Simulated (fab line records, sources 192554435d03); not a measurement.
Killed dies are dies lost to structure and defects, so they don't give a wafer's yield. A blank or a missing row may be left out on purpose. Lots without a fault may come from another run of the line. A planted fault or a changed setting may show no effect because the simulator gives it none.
Split-lot experiment | flow n5_finfet | 7 lots, 21 wafers read, on a route of 1938 steps

THE SPLIT
At N5_BEOL_M2_COAT_61 (time 60 s, resist thk 60 nm), the setting spin_rpm was moved away from the recipe's 1500 rpm on 6 of the 21 wafers read, by -7.9% to -3.0%. The other wafers ran this setting at the recipe's value.

The reading is taken at the split's own step.

THE READING
SOC_of_BEOL_M2_COAT_61.thk_nm (the simulator's own value, which no gauge read), in nm, at N5_BEOL_M2_COAT_61 (time 60 s, resist thk 60 nm). The file gives no usual value for it. The 15 wafers here that ran the recipe average 60.1 nm, standard deviation 0.16 nm.

wafer  | tool, chamber at the split | spin_rpm as run, rpm | against the recipe | SOC_of_BEOL_M2_COAT_61.thk_nm, nm | against lot-mates on the recipe
L077.1 | litho_track-02, 0          | 1451                 | -3.3%              | 61.2                              | +1.0
L077.2 | litho_track-02, 0          | 1500                 | recipe             | 60.2                              | -
L077.6 | litho_track-02, 0          | 1500                 | recipe             | 60.2                              | -
L078.1 | litho_track-02, 0          | 1455                 | -3.0%              | 60.8                              | +0.8
L078.2 | litho_track-02, 0          | 1455                 | -3.0%              | 61                                | +1.0
L078.5 | litho_track-02, 0          | 1500                 | recipe             | 60                                | -
L085.1 | litho_track-02, 0          | 1500                 | recipe             | 60                                | -
L085.3 | litho_track-02, 0          | 1500                 | recipe             | 59.8                              | -
L085.6 | litho_track-02, 0          | 1500                 | recipe             | 60.2                              | -
L086.1 | litho_track-03, 0          | 1500                 | recipe             | 60.2                              | -
L086.4 | litho_track-03, 0          | 1500                 | recipe             | 60.2                              | -
L086.5 | litho_track-03, 0          | 1500                 | recipe             | 60                                | -
L087.3 | litho_track-02, 0          | 1500                 | recipe             | 60.4                              | -
L087.5 | litho_track-02, 0          | 1500                 | recipe             | 60.2                              | -
L087.6 | litho_track-02, 0          | 1500                 | recipe             | 60                                | -
L092.3 | litho_track-03, 0          | 1500                 | recipe             | 60.2                              | -
L092.4 | litho_track-03, 0          | 1455                 | -3.0%              | 61.4                              | +1.1
L092.5 | litho_track-03, 0          | 1500                 | recipe             | 60.4                              | -
L095.3 | litho_track-03, 0          | 1381                 | -7.9%              | 62.6                              | +2.6
L095.4 | litho_track-03, 0          | 1500                 | recipe             | 60                                | -
L095.5 | litho_track-03, 0          | 1381                 | -7.9%              | 62.4                              | +2.4

THE FIT
A straight line over all 21 wafers: SOC_of_BEOL_M2_COAT_61.thk_nm changes by -0.301 nm for each +1% of spin_rpm; r = -0.98; the points scatter about the line by 0.18 nm.
The same after taking each lot's own level away (the mean of its wafers on the recipe; 21 wafers): -0.316 nm for each +1%; r = -0.99; scatter 0.12 nm.
On that fit, the largest move of spin_rpm shifts the reading by 2.5 nm.
The lots' own levels span 60.00 to 60.30 nm, that is 1.9 times the standard deviation above.
So the lot-to-lot level changes the slope little: the two slopes agree.
Check: with one of the wafers moved furthest among these (-7.9%) left out of the fit, the line predicts +2.44 nm for it against its lot-mates. It came out at +2.6 nm against them.

OTHER SPLITS ON THESE WAFERS
These wafers also went through other splits before the reading. Each is held against what the fit with the lots' levels taken away leaves over:
other split on the same wafers              | wafers away from the commonest value | r with SOC_of_BEOL_M2_COAT_61.thk_nm (lot level and that fit taken away)
N5_MOL_CONTACT_COAG_EXPOSE_05 dose_mj       | 7                                    | -0.01
N5_MOL_CONTACT_COAG_COAT_62 spin_rpm        | 10                                   | -0.26
N5_MOL_CONTACT_COAG_ALD_133 ald_cycles      | 6                                    | -0.07
N5_MOL_CONTACT_COAG_ETCH_124 bias_w         | 6                                    | +0.10
N5_BEOL_M0_SAQP_SPACER2_ALD_26 target_thk_a | 7                                    | +0.18

THE FILE'S OWN FIT
SOC_of_BEOL_M2_COAT_61.thk_nm changes by -0.318 nm for each +1% of spin_rpm, r = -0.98.
